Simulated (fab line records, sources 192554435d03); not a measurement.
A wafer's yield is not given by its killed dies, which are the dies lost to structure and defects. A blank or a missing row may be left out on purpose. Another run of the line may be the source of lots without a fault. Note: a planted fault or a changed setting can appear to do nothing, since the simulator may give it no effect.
Lot-split experiment -- flow n5 finfet -- 7 lots, 21 wafers read, on a route of 1938 steps

== ON THE SPLIT ==
At N5_BEOL_M1_EXPOSE_08 (exposes mask M1), the setting dose mj was moved away from the recipe's 33 on 7 of the 21 wafers read, by -5.4% to +6.7%. This setting was run at the recipe's value on the other wafers.

== FROM THE SPLIT TO THE READING: what the file shows between them, 2 steps ==
- N5_BEOL_M1_PEB_09: peb time 60 s
- N5_BEOL_M1_DEVELOP_10: develop time 30 s

== THE READING ==
cd nm, in nm, at N5_BEOL_M1_CD_MEAS_11 (target cd 17.05 nm). A value of 17.09 nm with a standard deviation of 0.22 nm is what fault-free wafers of this fab line usually give.

wafer,"tool, chamber at the split",dose mj as run,against the recipe,"cd nm, nm",against lot-mates on the recipe
L074.1,"euv scanner-01, 0",33,recipe,17.29,-
L074.5,"euv scanner-01, 0",33,recipe,16.69,-
L074.6,"euv scanner-01, 0",33,recipe,17.26,-
L075.1,"euv scanner-01, 0",33,recipe,17.17,-
L075.4,"euv scanner-01, 0",33,recipe,17.18,-
L075.5,"euv scanner-01, 0",33,recipe,16.91,-
L080.3,"euv scanner-02, 0",33.95,+2.9%,17.64,+0.70
L080.4,"euv scanner-02, 0",33,recipe,16.94,-
L080.6,"euv scanner-02, 0",33.95,+2.9%,17.52,+0.58
L085.2,"euv scanner-01, 0",33,recipe,17.20,-
L085.3,"euv scanner-01, 0",33,recipe,16.86,-
L085.6,"euv scanner-01, 0",33,recipe,17.03,-
L086.1,"euv scanner-02, 0",33,recipe,16.88,-
L086.2,"euv scanner-02, 0",33,recipe,17.16,-
L086.4,"euv scanner-02, 0",31.74,-3.8%,16.47,-0.55
L088.2,"euv scanner-02, 0",33,recipe,16.98,-
L088.4,"euv scanner-02, 0",31.23,-5.4%,15.96,-1.02
L088.5,"euv scanner-02, 0",31.23,-5.4%,15.81,-1.17
L092.3,"euv scanner-01, 0",35.21,+6.7%,18.39,+1.45
L092.4,"euv scanner-01, 0",35.21,+6.7%,18.49,+1.55
L092.6,"euv scanner-01, 0",33,recipe,16.94,-

FIT RESULTS
A straight line over all 21 wafers: cd nm changes by +0.204 nm for each +1% of dose mj; r = +0.97; the points scatter about the line by 0.16 nm.
The same after taking each lot's own level away (the mean of its wafers on the recipe; 21 wafers): +0.21 nm for each +1%; r = +0.97; scatter 0.16 nm.
The reading moves by 1.4 nm for the largest change in dose mj, on that fit.
Across the lots, their own levels run from 16.940 to 17.087 nm, a range of 0.7 times the standard deviation given above.
The two slopes agree, so the slope changes little with the lot-to-lot level.
Check: with one of the wafers moved furthest among these (+6.7%) left out of the fit, the line predicts +1.43 nm for it against its lot-mates. Against them it came out at +1.45 nm.

== ADDITIONAL SPLITS CARRIED BY THESE WAFERS ==
These wafers also went through other splits before the reading. Each is held against what the fit with the lots' levels taken away leaves over:
other split on the same wafers,wafers away from the commonest value,r with cd nm (lot level and that fit taken away)
N5_MOL_CONTACT_COAG_COAT_104 spin rpm,5,-0.23
N5_MOL_CONTACT_COAG_ALD_133 ald cycles,13,-0.11
N5_BEOL_M0_SAQP_COAT_69 spin rpm,8,+0.05
N5_BEOL_M0_SAQP_COAT_72 spin rpm,5,+0.13
N5_BEOL_M0_CUTY_DESCUM_61 time s,7,+0.33

== THE WHOLE CHAIN: every reading that the file lists as answering this split, in the file's order ==
step,what it does,reading,change (the file's fit),r (the file's)
N5_BEOL_M1_CD_MEAS_11,target cd 17.05 nm,cd nm,+0.205 nm for each +1% of the setting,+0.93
N5_BEOL_M1_ETCH_74,"etches underlayer in N2/H2, target depth 6.5 nm, time 5.2 s","BEOL_M1.cd offset nm (the simulator's own value, which no gauge read)",+0.2 nm for each +1% of the setting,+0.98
N5_BEOL_M1_ETCH_63,"etches SiARC in CF4, target depth 15.6 nm, time 26 s","BEOL_M1.cd offset nm (the simulator's own value, which no gauge read)",+0.224 nm for each +1% of the setting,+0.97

== THE FILE'S OWN FIT ==
cd nm changes by +0.205 nm for each +1% of dose mj, r = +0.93.
